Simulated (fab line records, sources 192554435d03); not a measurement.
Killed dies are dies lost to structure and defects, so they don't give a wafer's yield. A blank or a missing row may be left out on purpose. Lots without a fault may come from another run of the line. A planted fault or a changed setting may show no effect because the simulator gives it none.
Chamber matching | flow n5_finfet | N5_SD_EPI_P_ETCH_36 on rie_diel-02: 4 sister chambers
The step etches SiARC in CF4, target depth 45.5 nm, time 75.8 s. 4 wafers are shown with their chamber, then 10 later ones without.

WAFERS WITH THEIR CHAMBER
wafer  | chamber | drypump_motor_current_A (A)
L083.2 | 2       | 5.3
L088.1 | 3       | 5.2
L089.2 | 1       | 6.5
L089.3 | 0       | 6.1

WAFERS WITHOUT THEIR CHAMBER
wafer  | drypump_motor_current_A (A)
L089.6 | 5.2
L094.1 | 5.3
L094.2 | 6.6
L094.5 | 6.1
L096.1 | 5.3
L096.2 | 5.3
L096.3 | 6.5
L096.4 | 6.1
L096.5 | 5.3
L096.6 | 6.6

WHICH CHAMBER EACH WENT THROUGH
wafer  | from the rows above | in truth
L089.6 | 3                   | 3
L094.1 | 2                   | 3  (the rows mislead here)
L094.2 | 1                   | 1
L094.5 | 0                   | 0
L096.1 | 2                   | 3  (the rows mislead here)
L096.2 | 2                   | 2
L096.3 | 1                   | 1
L096.4 | 0                   | 0
L096.5 | 2                   | 2
L096.6 | 1                   | 1
Placed correctly: 8 of 10. Can't be placed from these rows: 0. Placed wrongly: 2.
How it was worked out, from the rows above alone: a wafer's distance from a chamber is the root of the sum, over the readings, of the square of ((its reading less the chamber's mean) divided by the reading's scatter). The wafer belongs to the nearest chamber; if the next one is less than 2 further off, it can't be placed. A chamber's mean is the mean of its shown wafers. The scatter: with one shown wafer a chamber, the root of the mean of the squares of how far each hidden wafer lies from its nearest shown one.
